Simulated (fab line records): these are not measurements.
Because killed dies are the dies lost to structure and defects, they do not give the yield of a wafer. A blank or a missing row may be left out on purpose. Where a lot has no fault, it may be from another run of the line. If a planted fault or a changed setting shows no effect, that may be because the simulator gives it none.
fab line records / flow n5Finfet
record: lots: 4 wafers: 12 lastDay: 16
route steps=1938 shown DUMMY_REMOVAL@377 HKMG_FIN@385 BEOL_M4@1111
lots that met no fault: taken from a fault-free run of the same line
startH: start of the lot's first displayed wafer, in hours after the record's first day / waitH: how many hours have passed since the lot's step before this one / " identical to the entry in the row above / L1.1+2: several wafers, shown together as one row / - either no value or no given start / * or withheld: withheld / < > ~ a bound
route shown NAME@n: a module of which the file shows steps, and the number in the route of the first / usual: the fault-free wafers' mean and standard deviation / same: alike in all rows / chamber/n: place in a boat / sites: readings site by site / _std_site: how widely they spread, as a standard deviation / _edge_site: the outer-site mean with the inner-site mean subtracted / radiusMm: for every site, how far away it sits from the centre of the wafer / mask NAME#n: copy n / behind: tool/chamber where the wafer was last shaped / hold: why the lot was held/for how many hours/how that ended / device: names the non-switching transistor (n, p or np) / end of line: tests of these same wafers at the route's end / step lacking rows: just its recipe / killed: at the first sort, the dies lost to defects and structure; wafer yield is something else / map: the dies of a wafer, with x for killed, . for not killed, _ for no die there
set.NAME: the setting that was run; set.NAME@STEP: the one run at that earlier step / model.NAME: the simulator's own value behind a step, which no gauge read
lots seen at some steps along the route; tables by step, rows by wafer
services: the hour from which a tool's chamber was out of use, counted from the record's first day as startH (under 0 if before that day), plus the number of hours and why
== steps ==
step: N5_DUMMY_REMOVAL_HM_STRIP_01
recipe: chemistry: CH3F/O2 material: SiNx targetDepthA: 40 stopOn: poly-Si timeS: 6.8 overEtchFrac: 0.3 ionEnergyEv: 60 powerW: 410 biasW: 29 Ar_flow_sccm: 150 CH3F_flow_sccm: 30 O2_flow_sccm: 20
step: N5_DUMMY_REMOVAL_STRIP_10
recipe: chemistry: N2/H2 timeS: 40 powerW: 100 tempC: 40 pressureMtorr: 100 rfFrequencyHz: 6e+07 biasPowerW: 3 n2FlowSccm: 300 h2FlowSccm: 300
step: N5_DUMMY_REMOVAL_PRECLEAN_07
recipe: chemistry: dHF timeS: 30 tempC: 25 dilution: withheld
step: N5_DUMMY_REMOVAL_DUMMY_REMOVE_02
recipe: chemistry: TMAH tempC: 70 target: poly-Si stopOn: SiO2 targetDepthNm: 142 concWtPct: 5 timeS: 57 dry: ipaMarangoni rinseTimeS: 30 rinseTempC: 23
step: N5_DUMMY_REMOVAL_PRECLEAN_08
recipe: chemistry: NF3:NH3 afsCycles: 2 tempC: 30 timeS: 20 sublimationTempC: 180 sublimationTimeS: 60 pressureTorr: 3 rfPowerW: 30
step: N5_DUMMY_REMOVAL_PRECLEAN_04
recipe: chemistry: DHF timeS: 37 tempC: 25 dilution: 500:1
step: N5_DUMMY_REMOVAL_SRD_05
recipe: dry: ipaMarangoni doPpb: 5 timeS: 30 tempC: 23 rinseLiquid: diw
step: N5_HKMG_FIN_IL_REGROW_00
recipe: material: SiO2 targetThkA: 7.5 chemistry: O3 tempC: withheld timeS: 30
step: N5_HKMG_FIN_HK_ALD_01
recipe: material: HfO2 targetThkA: 16 tempC: withheld aldPrecursorFamily: HfCl4 aldCoReactant: H2O pulseTimeS: 3 purgeTimeS: 3 coReactantPurgeTimeS: 2.5 coReactantPulseTimeS: 0.3 aldCycles: 30
step: N5_HKMG_FIN_HK_ANNEAL_02
recipe: tempC: 700 timeS: 30 ambient: N2 idleTempC: 600 rampUpCPerS: 150 rampDownCPerS: 60 coolToC: 600
step: N5_HKMG_FIN_ALD_74
recipe: material: La2O3 targetThkA: 5 tempC: 250 aldPrecursorFamily: La-Cp aldCoReactant: O3 pulseTimeS: 6 coReactantPulseTimeS: 1 purgeTimeS: 3 coReactantPurgeTimeS: 3
step: N5_HKMG_FIN_ALD_75
recipe: material: Al2O3 targetThkA: 10 tempC: 150 aldPrecursorFamily: TMA aldCoReactant: H2O pulseTimeS: withheld coReactantPulseTimeS: 1
usual: heaterPowerW: 148/12 precursorPulseHeightRel: 1.000/0.019
lot.wafer=L971.2 tool=aldHk-01 chamber=3 startH=78.06 waitH=0.1 heaterPowerW=169 precursorPulseHeightRel=1.006 model.Al2O3_of_HKMG_FIN_ALD_75.thkNm=1
lot.wafer=L971.3 tool=aldHk-01 chamber=0 startH=78.06 waitH=0.1 heaterPowerW=152 precursorPulseHeightRel=1.008 model.Al2O3_of_HKMG_FIN_ALD_75.thkNm=1
lot.wafer=L971.4 tool=aldHk-01 chamber=1 startH=78.06 waitH=0.1 heaterPowerW=145 precursorPulseHeightRel=1.009 model.Al2O3_of_HKMG_FIN_ALD_75.thkNm=1
lot.wafer=L981.1 tool=aldHk-01 chamber=2 startH=139.19 waitH=0.0 heaterPowerW=132 precursorPulseHeightRel=0.970 model.Al2O3_of_HKMG_FIN_ALD_75.thkNm=1
lot.wafer=L981.4 tool=aldHk-01 chamber=3 startH=139.19 waitH=0.0 heaterPowerW=171 precursorPulseHeightRel=1.006 model.Al2O3_of_HKMG_FIN_ALD_75.thkNm=0.4
lot.wafer=L981.6 tool=aldHk-01 chamber=0 startH=139.19 waitH=0.0 heaterPowerW=154 precursorPulseHeightRel=1.002 model.Al2O3_of_HKMG_FIN_ALD_75.thkNm=0.4
lot.wafer=L983.1 tool=aldHk-01 chamber=3 startH=156.57 waitH=0.0 heaterPowerW=168 precursorPulseHeightRel=0.994 model.Al2O3_of_HKMG_FIN_ALD_75.thkNm=1
lot.wafer=L983.4 tool=aldHk-01 chamber=1 startH=156.57 waitH=0.0 heaterPowerW=146 precursorPulseHeightRel=0.971 model.Al2O3_of_HKMG_FIN_ALD_75.thkNm=0.4
lot.wafer=L983.6 tool=aldHk-01 chamber=3 startH=156.57 waitH=0.0 heaterPowerW=168 precursorPulseHeightRel=0.988 model.Al2O3_of_HKMG_FIN_ALD_75.thkNm=0.6
lot.wafer=L987.3 tool=aldHk-02 chamber=2 startH=175.81 waitH=0.0 heaterPowerW=138 precursorPulseHeightRel=1.012 model.Al2O3_of_HKMG_FIN_ALD_75.thkNm=1
lot.wafer=L987.4 tool=aldHk-02 chamber=1 startH=175.81 waitH=0.0 heaterPowerW=147 precursorPulseHeightRel=1.007 model.Al2O3_of_HKMG_FIN_ALD_75.thkNm=1
lot.wafer=L987.6 tool=aldHk-02 chamber=0 startH=175.81 waitH=0.0 heaterPowerW=146 precursorPulseHeightRel=0.991 model.Al2O3_of_HKMG_FIN_ALD_75.thkNm=1
step: N5_HKMG_FIN_COAT_41
recipe: resist: SOC tempC: 250 timeS: 60 spinRpm: 1500 resistThkNm: 300
step: N5_HKMG_FIN_COAT_42
recipe: resist: SiARC tempC: 220 timeS: 60 spinRpm: 1500 resistThkNm: 35
step: N5_HKMG_FIN_COAT_43
recipe: resist: CAR-ArF spinRpm: 1500 resistThkNm: 90
step: N5_HKMG_FIN_EBR_45
recipe: solvent: PGMEA ebrWidthMm: 1.5
step: N5_HKMG_FIN_SOFTBAKE_44
recipe: tempC: 110 timeS: 60 resist: CAR-ArF
step: N5_HKMG_FIN_EXPOSE_46
recipe: maskId: NDIPOLE na: 1.35 sourceShape: conventional sigmaOuter: 0.8 polarization: unpolarized doseMj: 40
step: N5_HKMG_FIN_PEB_47
recipe: pebTempC: withheld pebTimeS: 60 resist: CAR-ArF
step: N5_HKMG_FIN_DEVELOP_48
recipe: developTimeS: 30 developer: TMAH resist: CAR-ArF rinseLiquid: diw dry: airSpin devTempC: 23
step: N5_HKMG_FIN_DESCUM_53
recipe: chemistry: O2 timeS: 7.9 sourcePowerW: 50 biasPowerW: 20 pressureMtorr: 20 rfFrequencyHz: 2.712e+07 tempC: 40 resist: CAR-ArF o2FlowSccm: 225
step: N5_HKMG_FIN_ETCH_54
recipe: chemistry: CF4 target: SiARC targetDepthA: 455 maskMaterial: CAR-ArF timeS: 75.8 ionEnergyEv: 80 pressureMtorr: 40 sourceW: 545 biasW: 36 Ar_flow_sccm: 100 cf4FlowSccm: 100 ends: cleared
step: N5_HKMG_FIN_ETCH_55
recipe: chemistry: N2/H2 target: SOC targetDepthA: 2400 tempC: 40 timeS: 300 ionEnergyEv: 200 maskMaterial: SiARC pressureMtorr: 30 sourceW: 840 biasW: 150 n2FlowSccm: 200 h2FlowSccm: 200
step: N5_HKMG_FIN_STRIP_56
recipe: chemistry: N2/H2 tempC: 40 n2FlowSccm: 200 h2FlowSccm: 200 rfFrequencyHz: 6e+07
step: N5_HKMG_FIN_STRIP_57
recipe: chemistry: CF4 resist: SiARC powerW: 300 biasPowerW: 75 pressureMtorr: 50 cf4FlowSccm: 150 rfFrequencyHz: 6e+07
step: N5_HKMG_FIN_ETCH_58
recipe: chemistry: N2/H2 target: SOC targetDepthA: 2158 ionEnergyEv: 50 biasW: 13 timeS: 741 pressureMtorr: 30 sourceW: 875 n2FlowSccm: 200 h2FlowSccm: 200
step: N5_HKMG_FIN_STRIP_93
recipe: chemistry: N2/H2 material: SOC timeS: 20 powerW: 500 tempC: 40 pressureMtorr: 50 rfFrequencyHz: 6e+07 biasPowerW: 8 h2Frac: 0.5 n2FlowSccm: 300 h2FlowSccm: 300
step: N5_HKMG_FIN_WET_ETCH_76
recipe: chemistry: dNH4OH mix: 1:50 tempC: 25 target: Al2O3 stopOn: La2O3 targetDepthNm: 2.25 dry: ipaMarangoni rinseTimeS: 30 rinseTempC: 23
step: N5_HKMG_FIN_STRIP_60
recipe: chemistry: N2/H2 powerW: 2500 tempC: 300 h2Frac: 0.65 timeS: 360 pressureMtorr: withheld n2FlowSccm: 1750 h2FlowSccm: 3250
step: N5_HKMG_FIN_WET_ETCH_77
recipe: chemistry: dHCl mix: 1:10000 tempC: 25 target: La2O3 stopOn: HfO2 targetDepthNm: 2
lot.wafer=L971.2+3+4 tool=wetBench-05 chamber=2,4,5 startH=80.00 waitH=0.3 model.Al2O3_of_HKMG_FIN_ALD_75.thkNm=1
lot.wafer=L981.1 tool=wetBench-03 chamber=2 startH=141.01 waitH=0.3 model.Al2O3_of_HKMG_FIN_ALD_75.thkNm=1
lot.wafer=L981.4+6 tool=wetBench-03 chamber=5,1 startH=141.01 waitH=0.3 model.Al2O3_of_HKMG_FIN_ALD_75.thkNm=0.4
lot.wafer=L983.1 tool=wetBench-02 chamber=7 startH=158.43 waitH=0.3 model.Al2O3_of_HKMG_FIN_ALD_75.thkNm=1
lot.wafer=L983.4+6 tool=wetBench-02 chamber=2,0 startH=158.43 waitH=0.3 model.Al2O3_of_HKMG_FIN_ALD_75.thkNm=0.4
lot.wafer=L987.3+4+6 tool=wetBench-03 chamber=1,4,0 startH=177.55 waitH=0.2 model.Al2O3_of_HKMG_FIN_ALD_75.thkNm=1
step: N5_HKMG_FIN_WET_ETCH_78
recipe: chemistry: dNH4OH mix: 1:50 tempC: 25 target: Al2O3 stopOn: La2O3 targetDepthNm: 4.5 dry: ipaMarangoni rinseTimeS: 30 rinseTempC: 23
step: N5_BEOL_M4_RC_MEAS_101
usual: DIBL_N: 36.2/1.6 DIBL_P: 36.1/2 IOFF_N: 0.16/0.032 IOFF_P: 0.22/0.036 ION_N: 672/11 ION_P: 463/7.5 SS_N: 71.4/0.58 SS_P: 73.2/0.67 VT_N: 250/3.3 VT_P: -250/3.3
lot.wafer=L971.2 tool=prober-01 chamber=0 startH=175.64 waitH=0.2 DIBL_N[mV/V]=38.3 DIBL_P[mV/V]=37.9 IOFF_N[nA/um]=0.19 IOFF_P[nA/um]=0.28 ION_N[uA/um]=676 ION_P[uA/um]=468 SS_N[mV/dec]=72.0 SS_P[mV/dec]=73.7 VT_N[mV]=246 VT_P[mV]=-245
lot.wafer=L971.3 tool=prober-01 chamber=0 startH=175.64 waitH=0.2 DIBL_N[mV/V]=32.8 DIBL_P[mV/V]=31.0 IOFF_N[nA/um]=0.10 IOFF_P[nA/um]=0.16 ION_N[uA/um]=651 ION_P[uA/um]=457 SS_N[mV/dec]=70.2 SS_P[mV/dec]=72.0 VT_N[mV]=255 VT_P[mV]=-255
lot.wafer=L971.4 tool=prober-01 chamber=0 startH=175.64 waitH=0.2 DIBL_N[mV/V]=35.6 DIBL_P[mV/V]=35.2 IOFF_N[nA/um]=0.14 IOFF_P[nA/um]=0.22 ION_N[uA/um]=671 ION_P[uA/um]=465 SS_N[mV/dec]=71.6 SS_P[mV/dec]=73.0 VT_N[mV]=251 VT_P[mV]=-249
lot.wafer=L981.1 tool=prober-01 chamber=0 startH=237.90 waitH=0.0 DIBL_N[mV/V]=36.6 DIBL_P[mV/V]=37.0 IOFF_N[nA/um]=0.17 IOFF_P[nA/um]=0.26 ION_N[uA/um]=681 ION_P[uA/um]=470 SS_N[mV/dec]=71.9 SS_P[mV/dec]=73.4 VT_N[mV]=249 VT_P[mV]=-245
lot.wafer=L981.4 tool=prober-01 chamber=0 startH=237.90 waitH=0.0 DIBL_N[mV/V]=37.8 DIBL_P[mV/V]=38.8 IOFF_N[nA/um]=0.20 IOFF_P[nA/um]=0.32 ION_N[uA/um]=680 ION_P[uA/um]=474 SS_N[mV/dec]=71.7 SS_P[mV/dec]=73.8 VT_N[mV]=244 VT_P[mV]=-243
lot.wafer=L981.6 tool=prober-01 chamber=0 startH=237.90 waitH=0.0 DIBL_N[mV/V]=37.1 DIBL_P[mV/V]=37.5 IOFF_N[nA/um]=0.19 IOFF_P[nA/um]=0.30 ION_N[uA/um]=683 ION_P[uA/um]=479 SS_N[mV/dec]=72.1 SS_P[mV/dec]=72.7 VT_N[mV]=246 VT_P[mV]=-241
lot.wafer=L983.1 tool=prober-02 chamber=0 startH=253.54 waitH=0.0 DIBL_N[mV/V]=35.8 DIBL_P[mV/V]=37.1 IOFF_N[nA/um]=0.16 IOFF_P[nA/um]=0.21 ION_N[uA/um]=677 ION_P[uA/um]=466 SS_N[mV/dec]=71.4 SS_P[mV/dec]=73.5 VT_N[mV]=250 VT_P[mV]=-248
lot.wafer=L983.4 tool=prober-02 chamber=0 startH=253.54 waitH=0.0 DIBL_N[mV/V]=36.6 DIBL_P[mV/V]=38.8 IOFF_N[nA/um]=0.20 IOFF_P[nA/um]=0.27 ION_N[uA/um]=684 ION_P[uA/um]=472 SS_N[mV/dec]=71.9 SS_P[mV/dec]=74.4 VT_N[mV]=244 VT_P[mV]=-249
lot.wafer=L983.6 tool=prober-02 chamber=0 startH=253.54 waitH=0.0 DIBL_N[mV/V]=35.6 DIBL_P[mV/V]=36.5 IOFF_N[nA/um]=0.16 IOFF_P[nA/um]=0.22 ION_N[uA/um]=676 ION_P[uA/um]=461 SS_N[mV/dec]=71.0 SS_P[mV/dec]=73.3 VT_N[mV]=249 VT_P[mV]=-249
lot.wafer=L987.3 tool=prober-02 chamber=0 startH=273.44 waitH=0.3 DIBL_N[mV/V]=36.3 DIBL_P[mV/V]=37.0 IOFF_N[nA/um]=0.14 IOFF_P[nA/um]=0.22 ION_N[uA/um]=652 ION_P[uA/um]=458 SS_N[mV/dec]=71.4 SS_P[mV/dec]=73.1 VT_N[mV]=257 VT_P[mV]=-250
lot.wafer=L987.4 tool=prober-02 chamber=0 startH=273.44 waitH=0.3 DIBL_N[mV/V]=37.3 DIBL_P[mV/V]=38.3 IOFF_N[nA/um]=0.16 IOFF_P[nA/um]=0.23 ION_N[uA/um]=672 ION_P[uA/um]=457 SS_N[mV/dec]=71.6 SS_P[mV/dec]=73.0 VT_N[mV]=253 VT_P[mV]=-249
lot.wafer=L987.6 tool=prober-02 chamber=0 startH=273.44 waitH=0.3 DIBL_N[mV/V]=36.4 DIBL_P[mV/V]=37.1 IOFF_N[nA/um]=0.15 IOFF_P[nA/um]=0.22 ION_N[uA/um]=663 ION_P[uA/um]=467 SS_N[mV/dec]=71.6 SS_P[mV/dec]=72.8 VT_N[mV]=253 VT_P[mV]=-250
== services ==
tool=aldHk-02 chamber=- startH=77.07 hours=8.7 kind=pm
tool=wetBench-05 chamber=- startH=106.12 hours=1.9 kind=pm
== key ==
firstSign none at tools or gauges
modelEffect: step: N5_HKMG_FIN_ALD_75 value: Al2O3_of_HKMG_FIN_ALD_75.thkNm without: 1 struck: 0.45
modelEffect: step: N5_HKMG_FIN_WET_ETCH_77 value: Al2O3_of_HKMG_FIN_ALD_75.thkNm without: 1 struck: 0.4
metAt N5_HKMG_FIN_ALD_75
struckWafers L981.4,L981.6,L983.4,L983.6
onsetBetween 78.06 139.19
fault: kind: processParameterDrift tool: aldHk-01 chamber: - onsetH: 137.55 steps: N5_HKMG_FIN_ALD_75 channel: targetThkA offset: * shape: step endH: 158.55 scope: struckWafersOnly actsIn: * stated: *
